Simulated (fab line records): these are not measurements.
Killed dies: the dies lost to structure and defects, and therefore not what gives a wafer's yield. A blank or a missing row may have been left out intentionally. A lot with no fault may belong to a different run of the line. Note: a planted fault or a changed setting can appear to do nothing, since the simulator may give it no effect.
fab line records	flow nand_harc	part 1 of 2: steps 1 to 25 of 38
record lots=5	wafers=15	last_day=33
route steps=1302 shown A_CONTACT@1102 A_BLC@1107 A_M0@1137
lots that met no fault: taken from a fault-free run of the same line
start_h: hours from the record's opening day to when the first of the lot's shown wafers began	wait_h: time in hours since the lot's previous step	" identical to the entry in the row above	L1.1+2: several wafers, shown together as one row	- no value present, or no start provided	* or withheld: withheld	< > ~ a bound
route shown NAME@n: names a module that has steps shown in the file, with the first one's number in the route	usual: mean/standard deviation taken from wafers without a fault	same: alike in all rows	chamber/n: place in a boat	sites: the reading at each site	_std_site: standard deviation across them	_edge_site: inner sites' mean taken away from outer sites' mean	radius_mm: for every site, how far away it sits from the centre of the wafer	mask NAME#n: copy n	behind: the most recent tool/chamber to have shaped the wafer	hold: why the lot went on hold/how many hours it stayed there/how the hold came to an end	device: transistor that didn't switch, given as n, p or np	end of line: tests of these same wafers at the route's end	a step with no rows: only its recipe	killed: not the wafer's yield, but the dies lost to structure and defects at the first sort	map: a wafer's dies, x killed, . not, _ none there
set.NAME: the setting the step ran with; set.NAME@STEP: the setting that earlier step ran with	model.NAME: the simulator's own value behind a step, which no gauge read
lots at selected steps of the route; one table per step, one row per wafer
services: a tool's chamber out of use, with start hour (start_h, from the record's first day; less than 0 if before it), hours out, and reason
## steps
# step NHARC_A_CONTACT_CVD_19
# recipe target_thk_a=3000	temp_c=300	pressure_torr=40	wf6_flow_sccm=40	h2_flow_sccm=1600	ar_flow_sccm=1560	time_s=802	material=W
# usual heater_power_w=476/23	mfc_h2_sccm=1601/4.4	throttle_valve_pct=8.0/0.36
lot.wafer	tool	chamber	start_h	wait_h	heater_power_w	mfc_h2_sccm	throttle_valve_pct
L076.1	cvd_w-01	0	-	-	485	1604	8.5
L076.3	"	0	"	"	490	1599	8.5
L076.4	"	1	"	"	500	1604	7.8
L081.2	cvd_w-01	0	-	-	488	1597	8.4
L081.4	"	0	"	"	491	1602	8.5
L081.6	"	0	"	"	492	1604	8.5
L082.2	cvd_w-01	1	-	-	492	1595	7.8
L082.1	"	0	"	"	486	1602	8.4
L082.3	"	0	"	"	482	1606	8.6
L084.1	cvd_w-01	1	-	-	484	1603	7.5
L084.2	"	0	"	"	489	1602	8.4
L084.3	"	1	"	"	489	1601	7.4
L097.3	cvd_w-01	0	-	-	461	1599	8.4
L097.4	"	1	"	"	508	1595	7.6
L097.6	"	1	"	"	529	1606	7.6
# step NHARC_A_CONTACT_CMP_20
# recipe t_overpolish_s=30	target_thk_nm=300
# usual edge_zone_pressure_frac=1.000/0.0055	motor_current_A=11.7/1.4	overpolish_run_s=29.999/0.0089	time_to_endpoint_s=59.6/2.4
# same t_overpolish_s=30
lot.wafer	tool	chamber	start_h	wait_h	edge_zone_pressure_frac	motor_current_A	overpolish_run_s	time_to_endpoint_s
L076.3	cmp-01	1	539.92	0.5	0.992	11.4	29.984	57.2
L076.1	"	3	"	"	1.001	10.2	30.005	58.0
L076.4	"	0	"	"	1.011	9.5	29.995	60.2
L081.2	cmp-01	2	582.31	0.6	1.003	11.0	29.991	62.9
L081.4	"	3	"	"	0.999	10.3	29.987	61.0
L081.6	"	2	"	"	1.003	11.9	30.020	59.9
L082.2	cmp-04	1	613.36	0.8	0.997	12.8	29.999	59.2
L082.3	"	2	"	"	1.004	14.4	30.006	57.4
L082.1	"	0	"	"	0.998	13.4	29.990	60.9
L084.1	cmp-03	2	640.00	0.8	1.004	11.0	30.007	58.9
L084.2	"	3	"	"	1.003	11.8	29.982	57.3
L084.3	"	0	"	"	1.004	12.2	29.997	59.6
L097.3	cmp-01	0	750.50	0.5	0.997	10.2	29.999	55.2
L097.4	"	3	"	"	1.000	10.0	30.000	57.1
L097.6	"	0	"	"	1.006	10.3	29.995	58.0
# step NHARC_A_CONTACT_SRD_22
lot.wafer	tool	chamber	start_h	wait_h
L076.3+4+1	wet_bench-05	1,2,3	540.27	0.1
L081.4+2+6	wet_bench-05	3,4,6	582.64	0.0
L082.1+3+2	wet_bench-04	6,7,1	613.68	0.0
L084.1+2+3	wet_bench-04	7,0,2	640.29	0.0
L097.3+4+6	wet_bench-05	3,4,6	750.84	0.0
# step NHARC_A_CONTACT_INSPECT_23
# usual raw_defect_count=508/130
lot.wafer	tool	chamber	start_h	wait_h	raw_defect_count
L076.1	defect_inspect-01	-	540.33	0.1	381
L076.3	"	-	"	"	413
L076.4	"	-	"	"	490
L081.2	defect_inspect-02	-	582.73	0.1	618
L081.4	"	-	"	"	595
L081.6	"	-	"	"	367
L082.1	defect_inspect-01	-	613.76	0.1	565
L082.2	"	-	"	"	651
L082.3	"	-	"	"	553
L084.1	defect_inspect-02	-	640.38	0.1	363
L084.2	"	-	"	"	450
L084.3	"	-	"	"	534
L097.3	defect_inspect-01	-	750.94	0.1	438
L097.4	"	-	"	"	454
L097.6	"	-	"	"	555
# step NHARC_A_BLC_DEHYDRATE_00
# recipe temp_c=150	time_s=120
lot.wafer	tool	chamber	start_h	wait_h
L076.1+3+4	litho_track-04	0	540.39	0.1
L081.2+4+6	litho_track-01	0	582.78	0.1
L082.1+2+3	litho_track-04	0	613.82	0.1
L084.1+2+3	litho_track-06	0	640.43	0.1
L097.3+4+6	litho_track-06	0	750.99	0.1
# step NHARC_A_BLC_HMDS_01
# recipe time_s=30
lot.wafer	tool	chamber	start_h	wait_h
L076.1+3+4	litho_track-04	0	-	-
L081.2+4+6	litho_track-01	0	-	-
L082.1+2+3	litho_track-04	0	-	-
L084.1+2+3	litho_track-06	0	-	-
L097.3+4+6	litho_track-06	0	-	-
# step NHARC_A_BLC_COAT_02
# recipe temp_c=260	time_s=75
lot.wafer	tool	chamber	start_h	wait_h
L076.1+3+4	litho_track-04	0	-	-
L081.2+4+6	litho_track-01	0	-	-
L082.1+2+3	litho_track-04	0	-	-
L084.1+2+3	litho_track-06	0	-	-
L097.3+4+6	litho_track-06	0	-	-
# step NHARC_A_BLC_COAT_03
# recipe temp_c=225	time_s=65
lot.wafer	tool	chamber	start_h	wait_h
L076.1+3+4	litho_track-04	0	-	-
L081.2+4+6	litho_track-01	0	-	-
L082.1+2+3	litho_track-04	0	-	-
L084.1+2+3	litho_track-06	0	-	-
L097.3+4+6	litho_track-06	0	-	-
# step NHARC_A_BLC_COAT_04
# recipe spin_rpm=1500	resist_thk_nm=90
lot.wafer	tool	chamber	start_h	wait_h
L076.1+3+4	litho_track-04	0	-	-
L081.2+4+6	litho_track-01	0	-	-
L082.1+2+3	litho_track-04	0	-	-
L084.1+2+3	litho_track-06	0	-	-
L097.3+4+6	litho_track-06	0	-	-
# step NHARC_A_BLC_SOFTBAKE_05
# recipe temp_c=105	time_s=55
lot.wafer	tool	chamber	start_h	wait_h
L076.1+3+4	litho_track-04	0	-	-
L081.2+4+6	litho_track-01	0	-	-
L082.1+2+3	litho_track-04	0	-	-
L084.1+2+3	litho_track-06	0	-	-
L097.3+4+6	litho_track-06	0	-	-
# step NHARC_A_BLC_EBR_06
lot.wafer	tool	chamber	start_h	wait_h
L076.1+3+4	litho_track-04	0	-	-
L081.2+4+6	litho_track-01	0	-	-
L082.1+2+3	litho_track-04	0	-	-
L084.1+2+3	litho_track-06	0	-	-
L097.3+4+6	litho_track-06	0	-	-
# step NHARC_A_BLC_EXPOSE_07
# recipe na=1.35	target_cd_nm=100	dose_mj=67.97	mask_id=A_BLC
# usual stage_vel_mm_s=500.00/0.24
lot.wafer	tool	chamber	start_h	wait_h	mask	stage_vel_mm_s
L076.1	arfi_scanner-02	0	540.58	-	A_BLC#0	500.05
L076.3	"	0	"	"	A_BLC#0	500.20
L076.4	"	0	"	"	A_BLC#0	500.13
L081.2	arfi_scanner-02	0	583.10	-	A_BLC#0	500.09
L081.4	"	0	"	"	A_BLC#0	500.24
L081.6	"	0	"	"	A_BLC#0	500.22
L082.1	arfi_scanner-03	0	614.13	-	A_BLC#0	499.78
L082.2	"	0	"	"	A_BLC#0	499.54
L082.3	"	0	"	"	A_BLC#0	500.50
L084.1	arfi_scanner-02	0	640.62	-	A_BLC#0	499.61
L084.2	"	0	"	"	A_BLC#0	499.80
L084.3	"	0	"	"	A_BLC#0	500.08
L097.3	arfi_scanner-03	0	751.19	-	A_BLC#0	499.63
L097.4	"	0	"	"	A_BLC#0	499.93
L097.6	"	0	"	"	A_BLC#0	500.26
# step NHARC_A_BLC_PEB_08
# recipe peb_temp_c=100	peb_time_s=65
lot.wafer	tool	chamber	start_h	wait_h
L076.1+3+4	litho_track-06	0	540.65	0.1
L081.2+4+6	litho_track-01	0	583.15	0.1
L082.1+2+3	litho_track-01	0	614.19	0.1
L084.1+2+3	litho_track-04	0	640.68	0.1
L097.3+4+6	litho_track-01	0	751.24	0.1
# step NHARC_A_BLC_DEVELOP_09
# recipe develop_time_s=35	dev_temp_c=23
# usual developer_temp_C=23.02/0.12
lot.wafer	tool	chamber	start_h	wait_h	developer_temp_C
L076.1	litho_track-06	0	-	-	23.03
L076.3	"	0	"	"	23.08
L076.4	"	0	"	"	23.00
L081.2	litho_track-01	0	-	-	22.96
L081.4	"	0	"	"	23.16
L081.6	"	0	"	"	22.91
L082.1	litho_track-01	0	-	-	23.02
L082.2	"	0	"	"	22.91
L082.3	"	0	"	"	22.84
L084.1	litho_track-04	0	-	-	23.03
L084.2	"	0	"	"	22.99
L084.3	"	0	"	"	23.01
L097.3	litho_track-01	0	-	-	23.07
L097.4	"	0	"	"	22.96
L097.6	"	0	"	"	23.05
# step NHARC_A_BLC_CD_MEAS_10
# recipe target_cd_nm=100	landing_energy_ev=500
# usual cd_nm=99.9/0.46
lot.wafer	tool	chamber	start_h	wait_h	cd_nm
L076.1	cd_sem-03	0	540.73	-	99.5
L076.3	"	0	"	"	100.0
L076.4	"	0	"	"	99.9
L081.2	cd_sem-01	0	583.24	-	100.2
L081.4	"	0	"	"	99.8
L081.6	"	0	"	"	100.0
L082.1	cd_sem-01	0	614.27	-	99.1
L082.2	"	0	"	"	98.9
L082.3	"	0	"	"	99.0
L084.1	cd_sem-01	0	640.76	-	99.4
L084.2	"	0	"	"	99.9
L084.3	"	0	"	"	99.6
L097.3	cd_sem-02	0	751.33	-	99.7
L097.4	"	0	"	"	100.3
L097.6	"	0	"	"	99.8
# step NHARC_A_BLC_OVL_MEAS_11
# usual overlay_x_nm=0.1/0.96	overlay_y_nm=-0.4/0.77
lot.wafer	tool	chamber	start_h	wait_h	overlay_x_nm	overlay_y_nm
L076.1	overlay-02	-	540.81	-	0.2	-0.4
L076.3	"	-	"	"	0.3	-0.9
L076.4	"	-	"	"	0.2	-0.7
L081.2	overlay-01	-	583.32	-	-0.3	-1.6
L081.4	"	-	"	"	-0.4	-0.9
L081.6	"	-	"	"	-0.2	-1.5
L082.1	overlay-02	-	614.36	-	1.3	-1.4
L082.2	"	-	"	"	1.7	-1.1
L082.3	"	-	"	"	1.2	-1.2
L084.1	overlay-01	-	640.85	-	-0.1	-0.9
L084.2	"	-	"	"	-0.1	-0.5
L084.3	"	-	"	"	-0.3	-0.8
L097.3	overlay-02	-	751.41	-	1.2	0.2
L097.4	"	-	"	"	0.5	0.5
L097.6	"	-	"	"	1.4	0.6
# step NHARC_A_BLC_INSPECT_12
# usual raw_defect_count=85/31
lot.wafer	tool	chamber	start_h	wait_h	raw_defect_count
L076.1	defect_inspect-01	-	540.85	0.0	69
L076.3	"	-	"	"	71
L076.4	"	-	"	"	60
L081.2	defect_inspect-01	-	583.36	0.0	122
L081.4	"	-	"	"	129
L081.6	"	-	"	"	104
L082.1	defect_inspect-02	-	614.39	0.0	125
L082.2	"	-	"	"	143
L082.3	"	-	"	"	125
L084.1	defect_inspect-02	-	640.88	0.0	44
L084.2	"	-	"	"	39
L084.3	"	-	"	"	45
L097.3	defect_inspect-01	-	751.45	0.0	112
L097.4	"	-	"	"	102
L097.6	"	-	"	"	98
# step NHARC_A_BLC_DESCUM_15
# recipe time_s=3	o2_flow_sccm=200	ar_flow_sccm=0	bias_power_w=0	chemistry=O2
# usual drypump_motor_current_A=5.57/0.23	oes_product_au=0.999/0.0088	rf_vpp_V=57.8/0.88	showerhead_plenum_p_Torr=1.93/0.071	throttle_valve_pct=11.311/0.0095
lot.wafer	tool	chamber	start_h	wait_h	drypump_motor_current_A	oes_product_au	rf_hours_counter_h	rf_vpp_V	showerhead_plenum_p_Torr	throttle_valve_pct
L076.4	rie_diel-03	2	540.92	0.1	5.98	0.984	7	59.8	1.99	11.328
L076.1	"	3	"	"	5.59	1.003	8	59.3	1.87	11.310
L076.3	"	0	"	"	5.63	0.988	7	57.2	2.03	11.311
L081.2	rie_diel-05	3	583.43	0.1	5.39	1.001	13	57.2	1.93	11.321
L081.6	"	1	"	"	5.40	0.986	-	57.6	1.91	11.314
L081.4	"	0	"	"	5.63	0.993	-	58.9	1.99	11.333
L082.1	rie_diel-03	2	614.45	0.1	5.97	0.996	13	58.4	1.99	11.308
L082.3	"	3	"	"	5.62	1.012	12	58.6	1.87	11.312
L082.2	"	0	"	"	5.66	0.997	14	57.7	2.02	11.303
L084.2	rie_diel-05	1	640.97	0.1	5.41	1.002	2	58.2	1.91	11.321
L084.1	"	3	"	"	5.41	0.990	2	57.9	1.93	11.303
L084.3	"	0	"	"	5.64	0.989	3	57.8	1.99	11.321
L097.4	rie_diel-05	1	751.51	0.1	5.40	1.001	9	57.2	1.91	11.325
L097.3	"	0	"	"	5.65	0.994	8	56.6	1.98	11.326
L097.6	"	2	"	"	5.62	0.986	-	57.9	1.99	11.308
# step NHARC_A_BLC_ETCH_16
# recipe target_depth_a=390	over_etch_frac=0.3	time_s=65	ion_energy_ev=80	cf4_flow_sccm=150	ar_flow_sccm=0	rf_w=300	bias_w=100	chemistry=CF4
# usual drypump_motor_current_A=5.55/0.22	oes_product_au=0.999/0.0082	rf_vpp_V=151.4/1.1	showerhead_plenum_p_Torr=1.78/0.061	throttle_valve_pct=13.284/0.0093
lot.wafer	tool	chamber	start_h	wait_h	drypump_motor_current_A	oes_product_au	rf_hours_counter_h	rf_vpp_V	showerhead_plenum_p_Torr	throttle_valve_pct
L076.4	rie_diel-03	0	541.00	0.1	5.64	1.000	7	152.6	1.87	13.272
L076.1	"	1	"	"	5.51	1.014	4	149.4	1.70	13.274
L076.3	"	2	"	"	6.01	0.999	7	152.0	1.84	13.289
L081.2	rie_diel-05	0	583.53	0.1	5.66	1.004	12	151.1	1.83	13.283
L081.6	"	3	"	"	5.42	1.000	-	150.2	1.79	13.299
L081.4	"	1	"	"	5.43	1.010	-	151.6	1.77	13.301
L082.3	rie_diel-03	1	614.55	0.1	5.50	1.014	11	150.2	1.70	13.285
L082.1	"	2	"	"	5.97	1.003	13	152.7	1.83	13.291
L082.2	"	3	"	"	5.57	1.012	12	152.6	1.73	13.284
L084.1	rie_diel-05	2	641.06	0.1	5.56	1.004	2	152.9	1.84	13.280
L084.3	"	3	"	"	5.38	0.998	2	150.6	1.79	13.290
L084.2	"	0	"	"	5.64	0.996	3	152.0	1.83	13.286
L097.4	rie_diel-05	3	751.60	0.1	5.38	1.003	9	150.6	1.78	13.275
L097.3	"	1	"	"	5.40	0.995	9	152.0	1.76	13.283
L097.6	"	0	"	"	5.65	0.997	-	152.0	1.83	13.284
# step NHARC_A_BLC_ETCH_17
# recipe target_depth_a=3900	over_etch_frac=0.25	time_s=609.38	ion_energy_ev=200	n2_flow_sccm=150	h2_flow_sccm=150	ar_flow_sccm=0	rf_w=400	bias_w=150	chemistry=N2/H2
# usual drypump_motor_current_A=5.58/0.24	oes_product_au=0.999/0.0089	rf_vpp_V=431.0/2.2	showerhead_plenum_p_Torr=2.06/0.079	throttle_valve_pct=14.172/0.0085
lot.wafer	tool	chamber	start_h	wait_h	drypump_motor_current_A	oes_product_au	rf_hours_counter_h	rf_vpp_V	showerhead_plenum_p_Torr	throttle_valve_pct
L076.3	rie_diel-03	2	-	-	5.99	0.986	7	433.8	2.13	14.174
L076.4	"	3	"	"	5.60	0.994	8	429.9	2.00	14.166
L076.1	"	0	"	"	5.66	0.983	8	432.9	2.16	14.178
L081.2	rie_diel-03	2	583.63	-	5.97	0.989	10	432.5	2.12	14.162
L081.6	"	2	"	"	5.98	0.988	-	433.7	2.12	14.178
L081.4	"	0	"	"	5.66	0.994	-	433.9	2.16	14.166
L082.1	rie_diel-03	2	-	-	6.00	0.999	13	433.6	2.12	14.172
L082.3	"	3	"	"	5.66	1.013	13	430.1	2.00	14.168
L082.2	"	0	"	"	5.64	0.993	14	433.9	2.16	14.172
L084.1	rie_diel-05	1	-	-	5.43	0.995	3	432.1	2.04	14.182
L084.3	"	2	"	"	5.53	0.992	2	432.7	2.13	14.178
L084.2	"	3	"	"	5.37	0.986	2	431.5	2.06	14.188
L097.3	rie_diel-05	3	-	-	5.38	0.996	9	431.1	2.06	14.171
L097.4	"	0	"	"	5.63	0.990	9	431.9	2.12	14.174
L097.6	"	0	"	"	5.65	0.992	-	432.9	2.12	14.172
# step NHARC_A_BLC_ETCH_18
# recipe target_depth_a=9100	c4f8_flow_sccm=20	o2_flow_sccm=10	ar_flow_sccm=withheld	rf_w=600	bias_w=1500	chemistry=C4F8/O2/Ar
# usual oes_product_au=0.947/0.025	rf_vpp_V=979/5
lot.wafer	tool	chamber	start_h	wait_h	oes_product_au	rf_hours_counter_h	rf_vpp_V
L076.3	rie_diel-03	3	-	-	0.933	8	976
L076.1	"	0	"	"	0.928	8	984
L076.4	"	2	"	"	0.915	7	985
L081.2	rie_diel-03	1	-	-	1.000	8	972
L081.4	"	0	"	"	0.992	-	985
L081.6	"	1	"	"	1.007	-	974
L082.1	rie_diel-03	2	-	-	0.923	14	983
L082.3	"	0	"	"	0.901	14	985
L082.2	"	1	"	"	0.920	11	972
L084.1	rie_diel-05	1	-	-	0.921	3	978
L084.2	"	3	"	"	0.926	2	980
L084.3	"	0	"	"	0.929	3	984
L097.3	rie_diel-05	3	-	-	0.924	10	979
L097.4	"	0	"	"	0.925	9	982
L097.6	"	3	"	"	0.927	-	979
# step NHARC_A_BLC_CD_MEAS_19
# usual cd_nm=100.2/1.3
lot.wafer	tool	chamber	start_h	wait_h	cd_nm
L076.1	cd_sem-02	-	541.87	-	100.2
L076.3	"	-	"	"	100.1
L076.4	"	-	"	"	101.3
L081.2	cd_sem-02	-	584.57	-	99.3
L081.4	"	-	"	"	99.4
L081.6	"	-	"	"	99.9
L082.1	cd_sem-02	-	615.42	-	98.0
L082.2	"	-	"	"	97.4
L082.3	"	-	"	"	101.2
L084.1	cd_sem-01	-	642.39	-	99.6
L084.2	"	-	"	"	100.0
L084.3	"	-	"	"	97.1
L097.3	cd_sem-01	-	752.48	-	100.8
L097.4	"	-	"	"	99.7
L097.6	"	-	"	"	101.0
# step NHARC_A_BLC_STRIP_29
# recipe cf4_flow_sccm=150	ar_flow_sccm=0	bias_w=0	chemistry=CF4
# usual drypump_motor_current_A=5.55/0.25	oes_product_au=0.999/0.0077	rf_vpp_V=59.4/0.77	showerhead_plenum_p_Torr=1.78/0.06	throttle_valve_pct=13.283/0.0086
lot.wafer	tool	chamber	start_h	wait_h	drypump_motor_current_A	oes_product_au	rf_hours_counter_h	rf_vpp_V	showerhead_plenum_p_Torr	throttle_valve_pct
L076.3	rie_diel-05	1	541.96	0.1	5.42	0.996	9	60.2	1.77	13.299
L076.1	"	3	"	"	5.40	0.997	8	59.4	1.79	13.277
L076.4	"	1	"	"	5.41	1.008	-	59.1	1.77	13.279
L081.2	rie_diel-03	0	584.64	0.1	5.66	0.989	11	58.9	1.86	13.285
L081.4	"	0	"	"	5.65	0.996	-	59.1	1.86	13.307
L081.6	"	1	"	"	5.48	0.996	-	60.5	1.70	13.286
L082.1	rie_diel-05	0	615.49	0.1	5.67	0.992	1	60.1	1.83	13.287
L082.2	"	1	"	"	5.37	1.008	1	59.6	1.77	13.280
L082.3	"	2	"	"	5.61	1.006	1	60.6	1.84	13.280
L084.2	rie_diel-05	0	642.46	0.1	5.66	0.993	3	58.6	1.83	13.282
L084.3	"	1	"	"	5.46	0.990	3	59.2	1.77	13.280
L084.1	"	2	"	"	5.60	0.995	3	59.4	1.84	13.271
L097.4	rie_diel-03	1	752.56	0.1	5.50	1.010	9	59.3	1.69	13.280
L097.3	"	3	"	"	5.56	1.005	8	59.6	1.73	13.287
L097.6	"	0	"	"	5.67	0.998	-	59.1	1.86	13.292
# step NHARC_A_BLC_STRIP_21
# recipe o2_flow_sccm=500	ar_flow_sccm=0	bias_w=0	chemistry=O2
# usual drypump_motor_current_A=5.56/0.24	oes_product_au=0.999/0.008	rf_vpp_V=57.8/0.92	showerhead_plenum_p_Torr=3.55/0.12	throttle_valve_pct=17.036/0.0085
lot.wafer	tool	chamber	start_h	wait_h	drypump_motor_current_A	oes_product_au	rf_hours_counter_h	rf_vpp_V	showerhead_plenum_p_Torr	throttle_valve_pct
L076.1	rie_diel-05	1	542.08	0.1	5.45	0.997	9	57.5	3.53	17.035
L076.3	"	3	"	"	5.42	0.999	8	57.4	3.57	17.040
L076.4	"	0	"	"	5.65	0.994	-	57.1	3.66	17.058
L081.2	rie_diel-03	1	584.80	0.2	5.52	0.995	8	55.8	3.38	17.033
L081.4	"	1	"	"	5.50	1.000	-	57.0	3.38	17.037
L081.6	"	2	"	"	6.02	0.999	-	58.5	3.66	17.023
L082.3	rie_diel-05	0	615.60	0.1	5.65	0.996	1	58.4	3.66	17.037
L082.2	"	1	"	"	5.43	1.005	1	57.9	3.52	17.031
L082.1	"	3	"	"	5.41	0.997	1	58.7	3.56	17.032
L084.2	rie_diel-05	0	642.63	0.2	5.64	1.003	3	58.6	3.65	17.020
L084.1	"	1	"	"	5.40	0.994	3	56.2	3.52	17.034
L084.3	"	2	"	"	5.62	0.996	3	59.5	3.67	17.057
L097.3	rie_diel-03	0	752.67	0.1	5.66	1.009	8	58.8	3.71	17.043
L097.4	"	1	"	"	5.52	1.017	9	58.2	3.38	17.030
L097.6	"	2	"	"	6.02	0.997	-	57.6	3.65	17.021
# step NHARC_A_BLC_STRIP_22
# recipe time_s=600	temp_c=30	chemistry=post_etch_residue_remover
# usual bath_heat_duty_pct=13.0/1.1
lot.wafer	tool	chamber	start_h	wait_h	bath_heat_duty_pct
L076.3	wet_bench-01	5	542.27	-	13.0
L076.4	"	7	"	"	14.5
L076.1	"	0	"	"	13.1
L081.6	wet_bench-02	5	584.96	-	13.6
L081.4	"	0	"	"	14.0
L081.2	"	2	"	"	13.7
L082.3	wet_bench-02	4	615.76	-	11.6
L082.1	"	5	"	"	13.8
L082.2	"	6	"	"	10.6
L084.3	wet_bench-09	0	642.78	-	11.6
L084.2	"	1	"	"	13.2
L084.1	"	3	"	"	12.4
L097.6	wet_bench-09	0	752.82	-	13.6
L097.3	"	2	"	"	11.4
L097.4	"	3	"	"	11.3
